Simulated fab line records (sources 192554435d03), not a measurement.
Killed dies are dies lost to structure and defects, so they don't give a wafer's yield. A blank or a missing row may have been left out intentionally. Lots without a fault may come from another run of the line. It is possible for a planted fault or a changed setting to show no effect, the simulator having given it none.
Matching of chambers    flow n5 finfet    rie diel-06 running N5_BEOL_M12_ETCH_59: 4 sister chambers
The step etches BARC in N2/H2, target depth 89 nm, overetch 26.7 nm, time 67.9 s. 16 wafers are shown with their chamber, then 8 later ones without.

== WAFERS, EACH WITH ITS CHAMBER ==
wafer   chamber  drypump motor current A (A)  throttle valve pct (%)  showerhead plenum p Torr (Torr)
L074.1  0        4.9                          18.4                    2.41
L074.4  3        6.5                          18.2                    2.65
L074.5  3        6.5                          18.2                    2.65
L077.1  2        6.2                          17.8                    2.48
L077.2  1        5.9                          17.3                    2.69
L077.4  3        6.5                          18.2                    2.65
L078.1  1        5.9                          17.3                    2.68
L078.4  0        4.9                          18.4                    2.41
L078.6  1        5.9                          17.3                    2.68
L081.2  3        6.4                          18.3                    2.64
L081.3  2        6.2                          17.8                    2.48
L081.5  1        5.9                          17.3                    2.68
L082.3  2        6.2                          17.8                    2.47
L082.4  3        6.5                          18.3                    2.64
L082.5  3        6.5                          18.3                    2.64
L087.1  3        6.5                          18.3                    2.63

SIGNATURES (averages over the wafers above)
reading                   chamber 0  chamber 1  chamber 2  chamber 3  scatter within a chamber
drypump motor current A   4.900      5.900      6.200      6.486      0.0267
throttle valve pct        18.400     17.300     17.800     18.257     0.0378
showerhead plenum p Torr  2.4100     2.6825     2.4767     2.6429     0.00635
Rule: for a wafer and a chamber, the distance is found by dividing, reading by reading, the gap between the wafer's reading and the chamber's mean by the reading's scatter, squaring, summing and taking the root. The wafer belongs to the nearest chamber; if the next one is less than 2 further off, it can't be placed. The scatter: take each reading less its chamber's mean, square it, sum over the shown wafers, divide by the number of wafers less the number of chambers, and take the root.

== WAFERS WITH NO CHAMBER GIVEN ==
wafer   drypump motor current A (A)  throttle valve pct (%)  showerhead plenum p Torr (Torr)
L087.5  6.5                          18.3                    2.63
L087.6  6.2                          17.8                    2.47
L090.2  4.9                          18.0                    2.72
L090.3  5.9                          17.4                    2.67
L090.5  6.5                          18.3                    2.63
L088.1  5.9                          17.4                    2.67
L088.3  6.2                          17.8                    2.47
L088.4  4.9                          18.0                    2.72

== EACH ONE'S CHAMBER ==
wafer    from the rows above   in truth
L087.5   3                     3
L087.6   2                     2
L090.2   1                     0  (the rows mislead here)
L090.3   1                     1
L090.5   3                     3
L088.1   1                     1
L088.3   2                     2
L088.4   1                     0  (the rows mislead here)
6 of 8 placed correctly. Can't be placed from these rows: 0. 2 placed wrongly.
